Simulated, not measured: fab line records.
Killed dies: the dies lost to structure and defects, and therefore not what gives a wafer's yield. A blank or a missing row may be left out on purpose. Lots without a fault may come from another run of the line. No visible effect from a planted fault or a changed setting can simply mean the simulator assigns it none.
Matching of chambers + flow nand harc + NHARC_A_CONTACT_ETCH_102 on rie diel-07: 4 sister chambers
The step etches the open film in CF4/O2, target depth 70 nm, overetch 7 nm, time 38.5 s. 18 wafers are shown with their chamber, then 9 later ones without.

## WAFERS WITH THEIR CHAMBER
| wafer  | chamber | drypump motor current A (A) | showerhead plenum p Torr (Torr) | oes product au (a.u.) |
|--------|---------|-----------------------------|---------------------------------|-----------------------|
| L080.1 | 3       | 5.4                         | 1.42                            | 0.988                 |
| L080.2 | 1       | 6.4                         | 1.37                            | 1.005                 |
| L080.3 | 0       | 5.3                         | 1.24                            | 1.014                 |
| L080.4 | 2       | 6.8                         | 1.31                            | 0.998                 |
| L080.5 | 0       | 5.3                         | 1.24                            | 1.019                 |
| L080.6 | 1       | 6.4                         | 1.37                            | 0.988                 |
| L084.1 | 3       | 5.4                         | 1.42                            | 1.002                 |
| L084.5 | 1       | 6.3                         | 1.37                            | 1.015                 |
| L084.6 | 2       | 6.7                         | 1.31                            | 0.990                 |
| L087.2 | 0       | 5.3                         | 1.44                            | 1.023                 |
| L087.3 | 3       | 5.4                         | 1.42                            | 0.996                 |
| L087.4 | 1       | 6.4                         | 1.37                            | 1.028                 |
| L087.1 | 2       | 6.7                         | 1.30                            | 0.990                 |
| L087.5 | 3       | 5.4                         | 1.42                            | 0.989                 |
| L087.6 | 0       | 5.3                         | 1.44                            | 1.023                 |
| L088.2 | 3       | 5.4                         | 1.42                            | 0.995                 |
| L088.5 | 0       | 5.3                         | 1.44                            | 1.010                 |
| L088.6 | 1       | 6.4                         | 1.37                            | 1.018                 |

SIGNATURES (averages over the wafers above)
| reading                  | chamber 0 | chamber 1 | chamber 2 | chamber 3 | scatter within a chamber |
|--------------------------|-----------|-----------|-----------|-----------|--------------------------|
| drypump motor current A  | 5.300     | 6.380     | 6.733     | 5.400     | 0.0324                   |
| showerhead plenum p Torr | 1.3600    | 1.3700    | 1.3067    | 1.4200    | 0.0586                   |
| oes product au           | 1.01780   | 1.01080   | 0.99267   | 0.99400   | 0.00934                  |
Rule: for each reading, subtract the chamber's mean from the wafer's reading, divide by that reading's scatter and square the result; add these up over the readings and take the root, which gives the wafer's distance from the chamber. The wafer belongs to the nearest chamber; if the next one is less than 2 further off, it can't be placed. The scatter: take each reading less its chamber's mean, square it, sum over the shown wafers, divide by the number of wafers less the number of chambers, and take the root.

## WAFERS WITH NO CHAMBER GIVEN
| wafer  | drypump motor current A (A) | showerhead plenum p Torr (Torr) | oes product au (a.u.) |
|--------|-----------------------------|---------------------------------|-----------------------|
| L094.1 | 5.3                         | 1.44                            | 1.004                 |
| L094.3 | 5.4                         | 1.41                            | 0.988                 |
| L094.5 | 5.3                         | 1.44                            | 1.010                 |
| L094.2 | 6.7                         | 1.30                            | 0.994                 |
| L094.4 | 6.3                         | 1.36                            | 1.018                 |
| L094.6 | 5.4                         | 1.41                            | 0.999                 |
| L096.1 | 5.3                         | 1.44                            | 1.018                 |
| L096.3 | 5.4                         | 1.41                            | 0.998                 |
| L096.5 | 6.4                         | 1.36                            | 1.019                 |

## CHAMBER TAKEN BY EACH
| wafer  | from the rows above     | in truth |
|--------|-------------------------|----------|
| L094.1 | can't be placed: 0 or 3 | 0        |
| L094.3 | 3                       | 3        |
| L094.5 | can't be placed: 0 or 3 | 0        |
| L094.2 | 2                       | 2        |
| L094.4 | 1                       | 1        |
| L094.6 | 3                       | 3        |
| L096.1 | 0                       | 0        |
| L096.3 | 3                       | 3        |
| L096.5 | 1                       | 1        |
7 of 9 placed correctly. Cannot be placed on the basis of these rows: 2; the candidates contain the true chamber in 2. Placed wrongly: 0.
